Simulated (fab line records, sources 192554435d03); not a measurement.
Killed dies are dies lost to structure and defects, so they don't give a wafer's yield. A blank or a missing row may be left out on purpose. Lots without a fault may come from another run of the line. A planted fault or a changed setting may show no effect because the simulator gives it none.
A struck lot beside a sound one | flow n5_finfet | 35 steps out of a route of 1938
Sound: wafers L676.2, L676.4, L676.6. Struck: wafers L685.3, L685.4. (L685.5 of the same lot was not struck and is left out.) The cause comes at the end.
At each step with rows: each side's tool, then ch and its chambers, then its first start. Under that, the readings that differ: sound wafers | struck wafers | difference of the means | sigmas: that difference in standard deviations of wafers without a fault.
alike: readings whose means differ by less than 2 such deviations, and words and numbers that are the same on both sides. not compared: withheld readings, readings that some wafer has no value for, bounds like >300 that may hide the same value, and numbers for which the record gives no deviation and whose values overlap.
The two part at a step that has a row with sigmas, a row that says differs or no value, or rows on one side only. Numbers that don't overlap but have no deviation are shown without sigmas and don't part them. A reading that every wafer of one side lacks parts them only if that side has two wafers or more.

first, 8 steps without rows for these wafers: N5_BEOL_M10_SPUTTER_48 (material Cu, target thk 12 nm, time 2 s); N5_BEOL_M10_ECD_50 (material Cu, target thk 318 nm); N5_BEOL_M10_ANNEAL_51 (time 90 s); N5_BEOL_M10_CMP_52 (polishes, stops on SiCOH lowk, t overpolish 7 s, target thk 140 nm); N5_BEOL_M10_PRE_CLEAN_55 (time 15 s); N5_BEOL_M10_DEP_56 (deposits SiCN from 3MS/NH3, target thk 15 nm, time 26.5 s); N5_BEOL_M11_ILD_DEP_00 (deposits SiCOH lowk from DEMS/porogen, target thk 308.51 nm, time 58 s); N5_BEOL_M11_CURE_71 (cures SiCOH lowk, time 240 s).
N5_BEOL_M11_PECVD_70: deposits SiO2 from TEOS/O2, target thk 20 nm, time 22.7 s.
  sound on pecvd-03 ch 0,1,2, day 12 18:13; struck on pecvd-02 ch 0,1, day 15 05:45
  reading                                     | sound      | struck  | difference | sigmas
  model.SiO2_of_BEOL_M11_PECVD_70.thk_nm (nm) | 19.4 20 20 | 8.6 8.6 | -11.2      |
  alike: heater_power_w, showerhead_plenum_p_Torr, throttle_valve_pct
then, 24 steps without rows for these wafers: N5_BEOL_M11_HM_DEP_02 (deposits TiN, target thk 20 nm); N5_BEOL_M11_COAT_59 (time 60 s, resist thk 100 nm); N5_BEOL_M11_COAT_60 (time 60 s, resist thk 30 nm); N5_BEOL_M11_COAT_05 (resist thk 90 nm); N5_BEOL_M11_EBR_07; N5_BEOL_M11_SOFTBAKE_06 (time 60 s); N5_BEOL_M11_EXPOSE_08 (exposes mask M11); N5_BEOL_M11_PEB_09 (peb time 60 s); N5_BEOL_M11_DEVELOP_10 (develop time 30 s); N5_BEOL_M11_DESCUM_16 (chemistry O2, time 7.9 s); N5_BEOL_M11_ETCH_61 (etches SiARC in CF4, target depth 39 nm, time 65 s); N5_BEOL_M11_ETCH_62 (etches SOC in N2/H2, target depth 110 nm, overetch 22 nm, time 165 s); N5_BEOL_M11_STRIP_68 (strips in N2/H2); N5_BEOL_M11_STRIP_67 (strips in CF4); N5_BEOL_M11_HM_OPEN_17 (chemistry Cl2/BCl3, target TiN, target depth 20 nm, overetch 6 nm); N5_BEOL_M11_STRIP_19 (strips in O2); N5_BEOL_M11_COAT_63 (time 60 s, resist thk 100 nm); N5_BEOL_M11_COAT_64 (time 60 s, resist thk 30 nm); N5_BEOL_M11_COAT_22 (resist thk 90 nm); N5_BEOL_M11_EBR_24; N5_BEOL_M11_SOFTBAKE_23 (time 60 s); N5_BEOL_M11_EXPOSE_25 (exposes mask V10); N5_BEOL_M11_PEB_26 (peb time 60 s); N5_BEOL_M11_DEVELOP_27 (develop time 30 s).
N5_BEOL_M11_HM_STRIP_39: strips TiN in peroxide tin strip, target depth 25 nm, time 158 s.
  sound on wet_bench-04 ch 0,3,7, day 12 22:59; struck on wet_bench-02 ch 4,6, day 15 09:19
  reading                                     | sound          | struck  | difference | sigmas
  model.SiO2_of_BEOL_M11_PECVD_70.thk_nm (nm) | 19.4 19.8 19.8 | 8.4 8.4 | -11.3      |
N5_BEOL_M11_CMP_52: polishes, stops on SiCOH lowk, t overpolish 7 s, target thk 140 nm.
  sound on cmp-04 ch 0,2, day 13 01:31; struck on cmp-01 ch 0,3, day 15 12:13
  reading                      | sound          | struck    | difference | sigmas
  barrier_field_endpoint_s (s) | 28.0 28.8 28.4 | 15.3 15.0 | -13.2      | -17
  alike: clearing_platen_down_force_psi, motor_current_A

WHERE THEY PART
Only at N5_BEOL_M11_CMP_52, within this record.

WHY: what the simulator had put in
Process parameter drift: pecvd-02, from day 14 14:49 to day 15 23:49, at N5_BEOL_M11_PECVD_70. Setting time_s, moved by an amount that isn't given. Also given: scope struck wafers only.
